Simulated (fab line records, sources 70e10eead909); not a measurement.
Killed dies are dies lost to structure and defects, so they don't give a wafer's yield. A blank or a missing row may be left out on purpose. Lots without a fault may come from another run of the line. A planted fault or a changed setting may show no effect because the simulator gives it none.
fab line records | flow nand_harc
record lots=6 wafers=18 last_day=33
route steps=1302 shown A_ONON_D1@445 A_CHANNEL_HOLE_D1@450 END@1302
lots that met no fault: from a run of the same line without faults
start_h: hours from the record's first day to the start of the lot's first wafer shown | wait_h: hours since the lot's step before | " the same as in the row above | L1.1+2: a row that stands for several wafers | - no value, or no start given | * or withheld: withheld | < > ~ a bound
route shown NAME@n: a module of which the file shows steps, and the number in the route of the first | usual: mean/standard deviation of fault-free wafers | same: alike in all rows | chamber/n: place in a boat | sites: the reading at each site | _std_site: their standard deviation | _edge_site: outer sites' mean less inner sites' | radius_mm: how far each site lies from the wafer's centre | mask NAME#n: copy n | behind: the tool/chamber that last shaped the wafer | hold: why the lot was held/for how many hours/how that ended | device: the transistor (n, p or np) that didn't switch | end of line: the same wafers' tests at the end of the route | a step without rows: its recipe alone | killed: dies lost to structure and defects at the first sort, not the wafer's yield | map: a wafer's dies, x killed, . not, _ none there
set.NAME: the setting as run; set.NAME@STEP: as run at that earlier step | model.NAME: the simulator's own value behind a step, which no gauge read
lots at some steps of the route; a table a step, a row a wafer
services: from which hour (start_h, from the record's first day; less than 0 if before it) a tool's chamber was out of use, for how many hours, and why
## steps
# step NHARC_A_ONON_D1_THK_MEAS_30
# recipe thk_meas_gauge=ellipsometry
# usual thk_nm=1000/10
# columns lot.wafer tool chamber start_h wait_h thk_nm
L820.1 film_metro-01 - 216.53 - 1003
L820.3 " - " " 1004
L820.4 " - " " 1004
L825.2 film_metro-01 - 267.33 - 991
L825.3 " - " " 991
L825.5 " - " " 991
L835.1 film_metro-01 - 359.69 - 995
L835.4 " - " " 995
L835.6 " - " " 995
L838.2 film_metro-01 - 391.98 - 1010
L838.3 " - " " 1011
L838.4 " - " " 1012
L837.2 film_metro-02 - 392.01 - 1004
L837.3 " - " " 1003
L837.6 " - " " 1004
L839.2 film_metro-01 - 410.75 - 1002
L839.5 " - " " 1004
L839.6 " - " " 1003
# step NHARC_A_ONON_D1_DEP_33
# recipe target_thk_a=2000 temp_c=400 pressure_torr=6.5 rf_w=900 teos_flow_sccm=161.4 flow_sccm=2650 target_thk_nm=200 gas=O2 material=SiO2
# usual heater_power_w=557/88 rf_fwd_power_W=898.1/3 throttle_valve_pct=15.7/0.54
# columns lot.wafer tool chamber start_h wait_h heater_power_w rf_fwd_power_W throttle_valve_pct
L820.1 pecvd-02 0 216.58 0.1 677 906.9 16.9
L820.3 " 2 " " 444 900.5 15.7
L820.4 " 2 " " 464 902.6 15.4
L825.3 pecvd-02 2 267.44 0.1 513 896.6 15.7
L825.2 " 0 " " 588 892.4 16.3
L825.5 " 0 " " 598 896.0 16.4
L835.1 pecvd-01 2 359.84 0.1 605 899.0 15.0
L835.6 " 0 " " 591 898.1 15.1
L835.4 " 2 " " 592 896.6 15.0
L838.2 pecvd-02 1 392.04 0.1 582 898.5 15.9
L838.3 " 0 " " 590 892.3 16.7
L838.4 " 0 " " 617 895.6 16.5
L837.3 pecvd-01 0 392.13 0.1 608 901.3 15.1
L837.2 " 2 " " 615 897.5 15.0
L837.6 " 2 " " 618 902.0 14.9
L839.2 pecvd-01 2 410.86 0.1 523 893.8 15.1
L839.5 " 2 " " 541 894.6 15.0
L839.6 " 0 " " 639 900.0 15.2
# step NHARC_A_ONON_D1_THK_MEAS_34
# recipe thk_meas_gauge=ellipsometry
# usual thk_nm=200.0/2.7
# columns lot.wafer tool chamber start_h wait_h thk_nm
L820.1 film_metro-02 - 217.00 - 198.0
L820.3 " - " " 198.3
L820.4 " - " " 202.4
L825.2 film_metro-02 - 267.84 - 192.4
L825.3 " - " " 191.4
L825.5 " - " " 197.1
L835.1 film_metro-02 - 360.16 - 199.1
L835.4 " - " " 199.1
L835.6 " - " " 201.7
L838.2 film_metro-02 - 392.45 - 197.9
L838.3 " - " " 202.5
L838.4 " - " " 202.8
L837.2 film_metro-02 - 392.54 - 198.8
L837.3 " - " " 199.5
L837.6 " - " " 203.6
L839.2 film_metro-02 - 411.23 - 198.4
L839.5 " - " " 199.4
L839.6 " - " " 199.0
# step NHARC_A_ONON_D1_INSPECT_32
# usual raw_defect_count=73/26
# columns lot.wafer tool chamber start_h wait_h raw_defect_count
L820.1 defect_inspect-01 - 217.08 0.0 68
L820.3 " - " " 64
L820.4 " - " " 72
L825.2 defect_inspect-01 - 267.92 0.0 47
L825.3 " - " " 66
L825.5 " - " " 59
L835.1 defect_inspect-02 - 360.24 0.0 67
L835.4 " - " " 63
L835.6 " - " " 47
L838.2 defect_inspect-01 - 392.54 0.0 68
L838.3 " - " " 58
L838.4 " - " " 39
L837.2 defect_inspect-02 - 392.62 0.0 56
L837.3 " - " " 60
L837.6 " - " " 96
L839.2 defect_inspect-01 - 411.29 0.0 58
L839.5 " - " " 33
L839.6 " - " " 78
# step NHARC_A_CHANNEL_HOLE_D1_DEP_00
# recipe target_thk_a=31000 temp_c=400 material=aC
# usual throttle_valve_pct=35.000/0.0087
# columns lot.wafer tool chamber start_h wait_h throttle_valve_pct
L820.1 acl_dep-03 0 218.75 1.7 34.992
L820.3 " 0 " " 34.997
L820.4 " 0 " " 34.995
L825.2 acl_dep-01 0 270.89 3.0 34.999
L825.3 " 0 " " 35.001
L825.5 " 0 " " 35.016
L835.1 acl_dep-02 0 361.35 1.1 34.996
L835.4 " 0 " " 34.987
L835.6 " 0 " " 34.996
L838.2 acl_dep-02 0 395.84 3.3 34.987
L838.3 " 0 " " 34.996
L838.4 " 0 " " 35.004
L837.2 acl_dep-01 0 397.18 4.6 35.013
L837.3 " 0 " " 34.998
L837.6 " 0 " " 35.000
L839.2 acl_dep-02 0 411.68 0.4 34.998
L839.5 " 0 " " 35.004
L839.6 " 0 " " 35.004
# step NHARC_A_CHANNEL_HOLE_D1_DEP_01
# recipe target_thk_a=1400 target_thk_nm=140 temp_c=400 pressure_torr=3.5 flow_sccm=200 rf_w=350 material=SiON
# usual heater_power_w=738/93 rf_fwd_power_W=348.5/0.96
# columns lot.wafer tool chamber start_h wait_h heater_power_w rf_fwd_power_W
L820.1 pecvd-03 0 220.70 1.6 785 349.3
L820.3 " 1 " " 725 347.9
L820.4 " 0 " " 810 349.1
L825.2 pecvd-03 0 272.50 1.3 743 348.7
L825.3 " 1 " " 644 349.0
L825.5 " 2 " " 872 347.8
L835.1 pecvd-01 1 363.32 1.6 675 348.0
L835.4 " 1 " " 546 348.9
L835.6 " 2 " " 797 348.8
L838.2 pecvd-04 2 397.41 1.3 613 345.6
L838.3 " 1 " " 734 348.6
L838.4 " 2 " " 611 347.1
L837.2 pecvd-03 2 398.76 1.3 901 346.2
L837.3 " 1 " " 843 348.0
L837.6 " 0 " " 731 349.5
L839.2 pecvd-04 0 413.32 1.3 690 347.8
L839.6 " 2 " " 584 349.1
L839.5 " 0 " " 695 349.4
# step NHARC_A_CHANNEL_HOLE_D1_DEHYDRATE_02
# recipe temp_c=150 time_s=120
# step NHARC_A_CHANNEL_HOLE_D1_HMDS_03
# recipe time_s=30
# step NHARC_A_CHANNEL_HOLE_D1_COAT_36
# recipe temp_c=260 time_s=75
# step NHARC_A_CHANNEL_HOLE_D1_COAT_37
# recipe temp_c=225 time_s=65
# step NHARC_A_CHANNEL_HOLE_D1_COAT_04
# recipe spin_rpm=1500 resist_thk_nm=90
# step NHARC_A_CHANNEL_HOLE_D1_SOFTBAKE_05
# recipe temp_c=105 time_s=55
# usual heater_power_total_W=188.45/0.14 resist_line_temp_C=23.01/0.1
# columns lot.wafer tool chamber start_h wait_h heater_power_total_W resist_line_temp_C
L820.1 litho_track-01 0 220 - 188.37 23.03
L820.3 " 0 " " 188.30 22.92
L820.4 " 0 " " 188.70 23.03
L825.2 litho_track-04 0 272 - 188.45 23.11
L825.3 " 0 " " 188.31 23.10
L825.5 " 0 " " 188.44 23.10
L835.1 litho_track-01 0 363 - 181.17 23.03
L835.4 " 0 " " 181.37 23.06
L835.6 " 0 " " 181.39 23.12
L838.2 litho_track-01 0 397 - 181.15 23.12
L838.3 " 0 " " 181.45 23.06
L838.4 " 0 " " 181.14 23.13
L837.2 litho_track-06 0 399 - 188.60 22.95
L837.3 " 0 " " 188.46 22.95
L837.6 " 0 " " 188.40 22.94
L839.2 litho_track-04 0 413 - 188.72 23.02
L839.5 " 0 " " 188.44 22.97
L839.6 " 0 " " 188.33 23.02
# step NHARC_A_CHANNEL_HOLE_D1_EBR_06
# step NHARC_END_SORT_01
# recipe temp_c=25
# usual killed_at_array=58/17 killed_at_other=1.0/1.4 killed_at_periphery=3.6/2.4 killed_dies=62/17 killed_open=3.4/2 killed_short=2.2/1.6
# same gross_dies=677
# columns lot.wafer tool chamber start_h wait_h killed_at_array killed_at_other killed_at_periphery killed_dies killed_open killed_short
L825.2 prober-02 0 658.16 2.8 49 0 5 54 4 2
L825.3 prober-02 0 658.96 3.1 32 0 3 35 3 0
L825.5 prober-02 0 660.55 3.7 36 1 6 43 4 0
L835.1 prober-01 0 739.04 2.5 57 0 2 59 3 2
L835.4 prober-01 0 741.46 3.4 43 2 3 48 1 1
L835.6 prober-01 0 743.07 4.0 55 0 8 63 6 4
L837.2 prober-01 0 776.57 2.8 44 4 3 51 7 2
L837.3 prober-01 0 777.37 3.1 31 1 2 34 2 0
L837.6 prober-01 0 779.74 4.0 41 5 1 47 2 2
# killed by level:class
L825.2 A_CHANNEL_HOLE_D2:chamber_film_flake=22 A_CHANNEL_HOLE_D1:chamber_film_flake=11 A_CONTACT:chamber_film_flake=4 P_GATE:geometric_particle:open=2 A_ONON_D1:geometric_particle:short=2 P_STI:chamber_film_flake=2 A_ZERO_WELL:chamber_film_flake=2 A_DECK1_JOINT:chamber_film_flake=2
L825.3 A_CHANNEL_HOLE_D2:chamber_film_flake=15 A_CHANNEL_HOLE_D1:chamber_film_flake=6 A_STAIRCASE:chamber_film_flake=3 A_CONTACT:chamber_film_flake=2 P_M0:geometric_particle:open=1 A_WL_FILL:geometric_particle:open=1 A_M0:geometric_particle:open=1 P_STI:chamber_film_flake=1
L825.5 A_CHANNEL_HOLE_D2:chamber_film_flake=15 A_CHANNEL_HOLE_D1:chamber_film_flake=5 A_STAIRCASE:chamber_film_flake=5 P_ZERO_WELL:chamber_film_flake=3 P_STI:chamber_film_flake=3 A_CONTACT:chamber_film_flake=3 A_DECK1_JOINT:geometric_particle:open=2 A_ZERO_WELL:chamber_film_flake=2
L835.1 A_SLIT:chamber_film_flake=33 A_CHANNEL_HOLE_D1:chamber_film_flake=9 A_CONTACT:chamber_film_flake=7 A_CHANNEL_HOLE_D2:chamber_film_flake=2 P_M0:geometric_particle:open=1 A_CHANNEL_FILL_D2:geometric_particle:short=1 A_CHANNEL_FILL_D2:geometric_particle:open=1 A_SGD_CUT:geometric_particle:short=1
L835.4 A_SLIT:chamber_film_flake=26 A_CHANNEL_HOLE_D1:chamber_film_flake=7 A_CONTACT:chamber_film_flake=5 P_GATE:chamber_film_flake=2 A_ZERO_WELL:chamber_film_flake=2 THIN_TSV:chamber_film_flake=2 A_SGD_CUT:geometric_particle:short=1 A_M0:geometric_particle:open=1
L835.6 A_SLIT:chamber_film_flake=28 A_CHANNEL_HOLE_D1:chamber_film_flake=14 A_CONTACT:chamber_film_flake=5 P_CONTACT:geometric_particle:open=2 A_WL_FILL:geometric_particle:short=2 A_CONTACT:geometric_particle:open=2 P_GATE:chamber_film_flake=2 A_CHANNEL_HOLE_D2:chamber_film_flake=2
L837.2 A_CHANNEL_HOLE_D1:chamber_film_flake=21 A_SLIT:chamber_film_flake=6 A_CONTACT:chamber_film_flake=5 THIN_TSV:chamber_film_flake=4 A_ONON_D2:geometric_particle:open=2 A_STAIRCASE:chamber_film_flake=2 P_M0:geometric_particle:open=1 P_M1:geometric_particle:open=1
L837.3 A_CHANNEL_HOLE_D1:chamber_film_flake=17 A_CONTACT:chamber_film_flake=6 A_SLIT:chamber_film_flake=3 A_CHANNEL_HOLE_D2:chamber_film_flake=2 A_STAIRCASE:chamber_film_flake=2 P_GATE:geometric_particle:open=1 A_CONTACT:geometric_particle:open=1 P_ZERO_WELL:chamber_film_flake=1
L837.6 A_CHANNEL_HOLE_D1:chamber_film_flake=19 A_SLIT:chamber_film_flake=6 A_CONTACT:chamber_film_flake=5 THIN_TSV:chamber_film_flake=5 A_CHANNEL_FILL_D1:chamber_film_flake=3 A_CHANNEL_HOLE_D2:chamber_film_flake=2 A_CHANNEL_FILL_D1:geometric_particle:short=1 A_DECK1_JOINT:geometric_particle:open=1
## services
# columns tool chamber start_h hours kind
litho_track-04 - 203.00 7.0 pm
pecvd-01 - 212.52 0.9 repair
pecvd-03 0 224.80 29.3 repair
pecvd-02 - 227.19 13.0 pm
acl_dep-02 - 247.32 13.0 pm
pecvd-04 - 269.45 13.0 pm
pecvd-02 2 277.93 7.5 repair
pecvd-01 - 280.59 0.8 repair
acl_dep-03 - 304.09 13.0 pm
pecvd-01 - 311.00 13.0 pm
pecvd-01 0 311.00 14.2 vent_cycle
pecvd-01 1 311.00 14.2 vent_cycle
pecvd-01 2 311.00 14.2 vent_cycle
acl_dep-01 - 324.38 3.0 repair
litho_track-01 - 330.00 7.0 pm
pecvd-02 0 352.36 3.4 repair
litho_track-06 - 354.00 7.0 pm
pecvd-03 - 366.14 13.0 pm
acl_dep-01 - 366.78 13.0 pm
litho_track-04 - 378.00 7.0 pm
acl_dep-03 - 383.29 0.8 repair
pecvd-04 - 390.25 0.8 repair
pecvd-03 1 401.48 3.9 repair
pecvd-02 - 408.19 13.0 pm
## key
first_sign step=NHARC_A_CHANNEL_HOLE_D1_SOFTBAKE_05 reading=heater_power_total_W direction=down sigmas=51 usual=* struck=*
effect none on later readings
met_at NHARC_A_CHANNEL_HOLE_D1_SOFTBAKE_05
struck_wafers L835.1,L835.4,L835.6,L838.2,L838.3,L838.4
tester_left_out L835,L838
fault kind=process_parameter_drift tool=litho_track-01 chamber=- onset_h=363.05 steps=NHARC_A_CHANNEL_HOLE_D1_SOFTBAKE_05 channel=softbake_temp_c offset=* shape=step end_h=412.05 acts_in=* stated=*
# tester_left_out: of these lots the tester's yield and bins aren't shown, on N5 and GAA mostly nor the transistor test; their killed dies are dies lost to structure and defects alone, not to doping, threshold or leakage, so they don't give the yield
